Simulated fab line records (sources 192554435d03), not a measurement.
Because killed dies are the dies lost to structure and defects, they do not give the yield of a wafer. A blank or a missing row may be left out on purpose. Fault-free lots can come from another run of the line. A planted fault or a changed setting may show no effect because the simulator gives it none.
Matching of chambers ; flow n5 finfet ; rie diel-05 running N5_GATE_CUT_DESCUM_18: 4 sister chambers
The step chemistry O2, time 7 s. 4 wafers are shown with their chamber, then 9 later ones without.

WAFERS WITH THEIR CHAMBER
wafer;chamber;showerhead plenum p Torr (Torr)
L078.1;3;2.00
L084.3;1;2.11
L085.2;2;2.02
L085.6;0;2.15

WAFERS WITH NO CHAMBER GIVEN
wafer;showerhead plenum p Torr (Torr)
L087.1;2.01
L087.2;2.15
L087.3;2.00
L087.4;2.10
L087.5;2.01
L087.6;2.10
L093.2;2.01
L093.4;1.99
L093.6;2.01

EACH ONE'S CHAMBER
wafer;from the rows above;in truth
L087.1;can't be placed: 3 or 2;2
L087.2;0;0
L087.3;3;3
L087.4;1;1
L087.5;can't be placed: 3 or 2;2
L087.6;1;1
L093.2;can't be placed: 3 or 2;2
L093.4;3;3
L093.6;can't be placed: 3 or 2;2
5 of 9 placed correctly. These rows do not allow placing 4 (true chamber among the candidates in 4). Number placed wrongly: 0.
How it was worked out, from the rows above alone: a wafer's distance from a chamber is the root of the sum, over the readings, of the square of ((its reading less the chamber's mean) divided by the reading's scatter). The wafer belongs to the nearest chamber; if the next one is less than 2 further off, it can't be placed. Each chamber's mean is taken over the wafers shown for it. The scatter (one wafer shown for each chamber): square how far every hidden wafer sits from the nearest shown wafer, average those squares and take the square root.
